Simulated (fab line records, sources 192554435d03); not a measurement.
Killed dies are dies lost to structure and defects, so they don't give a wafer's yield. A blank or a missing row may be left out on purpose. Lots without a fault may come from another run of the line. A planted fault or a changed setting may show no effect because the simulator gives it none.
A struck lot beside a sound one | flow n5_finfet | 15 steps out of a route of 1938
Sound: wafers L212.1, L212.2, L212.3. Struck: wafer L225.1. (L225.2, L225.5 of the same lot were not struck and are left out.) The cause comes at the end.
At each step with rows: each side's tool, then ch and its chambers, then its first start. Under that, the readings that differ: sound wafers | struck wafers | difference of the means | sigmas: that difference in standard deviations of wafers without a fault.
alike: readings whose means differ by less than 2 such deviations, and words and numbers that are the same on both sides. not compared: withheld readings, readings that some wafer has no value for, bounds like >300 that may hide the same value, and numbers for which the record gives no deviation and whose values overlap.
The two part at a step that has a row with sigmas, a row that says differs or no value, or rows on one side only. Numbers that don't overlap but have no deviation are shown without sigmas and don't part them. A reading that every wafer of one side lacks parts them only if that side has two wafers or more.

first, 8 steps without rows for these wafers: N5_BEOL_M15_COAT_60 (time 60 s, resist thk 89 nm); N5_BEOL_M15_COAT_22 (resist thk 800 nm); N5_BEOL_M15_EBR_24; N5_BEOL_M15_SOFTBAKE_23 (time 60 s); N5_BEOL_M15_EXPOSE_25 (exposes mask M15, target cd 400 nm); N5_BEOL_M15_PEB_26 (peb time 90 s); N5_BEOL_M15_DEVELOP_27 (develop time 45 s); N5_BEOL_M15_HARDBAKE_32 (time 120 s).
N5_BEOL_M15_CD_MEAS_28: target cd 407.6 nm.
  sound on cd_sem-01 ch 0, day 10 13:45; struck on cd_sem-01 ch 0, day 14 18:49
  alike: cd_nm
N5_BEOL_M15_OVL_MEAS_29:
  sound on overlay-02 ch 0, day 10 13:47; struck on overlay-01 ch 0, day 14 18:50
  alike: M15_OVL
N5_BEOL_M15_INSPECT_30: inspects for defects (macro).
  sound on defect_inspect-02, day 10 13:49; struck on defect_inspect-01, day 14 18:52
  alike: raw_defect_count
N5_BEOL_M15_DESCUM_33: chemistry O2, time 7.9 s.
  sound on rie_diel-03 ch 1,2,3, day 10 13:50; struck on rie_diel-03 ch 1, day 14 18:54
  alike: bias_power_w, drypump_motor_current_A, oes_product_au, rf_vpp_V, showerhead_plenum_p_Torr, throttle_valve_pct
  not compared: rf_hours_counter_h
N5_BEOL_M15_ETCH_61: etches BARC in N2/H2, target depth 89 nm, overetch 26.7 nm, time 67.9 s.
  sound on rie_diel-03 ch 1,2,3, day 10 13:53; struck on rie_diel-03 ch 1, day 14 18:56
  reading      | sound             | struck | difference | sigmas
  bias_w (W)   | 149.3 149.2 150.6 | 165.4  | +15.7      | +33
  rf_vpp_V (V) | 527.4 521.0 528.6 | 562.8  | +37.1      | +13
  alike: drypump_motor_current_A, oes_product_au, showerhead_plenum_p_Torr, throttle_valve_pct
  not compared: rf_hours_counter_h
N5_BEOL_M15_TRENCH_ETCH_34: etches SiO2 in C4F8/O2/Ar, target depth 872.93 nm, time 199 s.
  sound on rie_diel-03 ch 1,2,3, day 10 13:56; struck on rie_diel-03 ch 1, day 14 18:59
  alike: bias_w, drypump_motor_current_A, oes_ar_750_au, oes_product_au, rf_vpp_V, showerhead_plenum_p_Torr, throttle_valve_pct
  not compared: rf_hours_counter_h
N5_PASSIVATION_PROBE_49:
  the record has rows for the struck wafers here (prober-02, day 15 17:46) and none for the sound ones

WHERE THEY PART
First at N5_BEOL_M15_ETCH_61; last, within this record, at N5_PASSIVATION_PROBE_49.

WHY: what the simulator had put in
Process parameter drift: rie_diel-03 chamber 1, from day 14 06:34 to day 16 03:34, at N5_BEOL_M15_ETCH_61. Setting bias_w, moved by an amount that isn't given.
